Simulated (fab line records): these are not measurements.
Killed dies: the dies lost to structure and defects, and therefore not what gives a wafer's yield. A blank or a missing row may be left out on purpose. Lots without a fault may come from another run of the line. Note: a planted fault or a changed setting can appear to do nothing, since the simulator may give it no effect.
Chamber matching | flow nandHarc | NHARC_A_ZERO_WELL_ETCH_13 on rieSi-06 has 4 sister chambers
The step etches the open film in HBr/Cl2, target depth 120 nm, time 40.1 s. 8 wafers are shown with their chamber, then 8 later ones without.

## WAFERS WITH THEIR CHAMBER
wafer  | chamber | drypumpMotorCurrentA (A) | throttleValvePct (%)
L606.5 | 3       | 6.3                      | 26.418
L609.2 | 3       | 6.2                      | 26.411
L609.3 | 2       | 5.3                      | 26.392
L609.6 | 0       | 5.8                      | 26.405
L616.1 | 0       | 5.9                      | 26.398
L616.2 | 2       | 5.3                      | 26.400
L616.4 | 1       | 5.4                      | 26.416
L619.1 | 1       | 5.4                      | 26.408

## WAFERS MISSING THEIR CHAMBER
wafer  | drypumpMotorCurrentA (A) | throttleValvePct (%)
L619.4 | 6.3                      | 26.404
L619.6 | 5.3                      | 26.400
L621.1 | 5.9                      | 26.410
L621.5 | 5.3                      | 26.411
L621.6 | 5.4                      | 26.409
L624.2 | 5.4                      | 26.406
L624.4 | 5.3                      | 26.427
L624.6 | 5.3                      | 26.414

## WHICH CHAMBER EACH ONE RAN IN
wafer  | from the rows above     | in truth
L619.4 | 3                       | 3
L619.6 | 2                       | 2
L621.1 | 0                       | 0
L621.5 | can't be placed: 1 or 2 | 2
L621.6 | 1                       | 1
L624.2 | can't be placed: 1 or 2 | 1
L624.4 | 1                       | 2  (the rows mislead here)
L624.6 | can't be placed: 1 or 2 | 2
Placed correctly: 4 of 8. Not placeable from these rows: 3 (in 3, the candidates include the true chamber). Wrongly placed: 1.
How it was worked out, from the rows above alone: a wafer's distance from a chamber is the root of the sum, over the readings, of the square of ((its reading less the chamber's mean) divided by the reading's scatter). The wafer belongs to the nearest chamber; if the next one is less than 2 further off, it can't be placed. For every chamber, the mean is computed from those of its wafers that are shown. The scatter: the root of (the sum of the squares of (reading less its chamber's mean) over the shown wafers, divided by (wafers less chambers)).
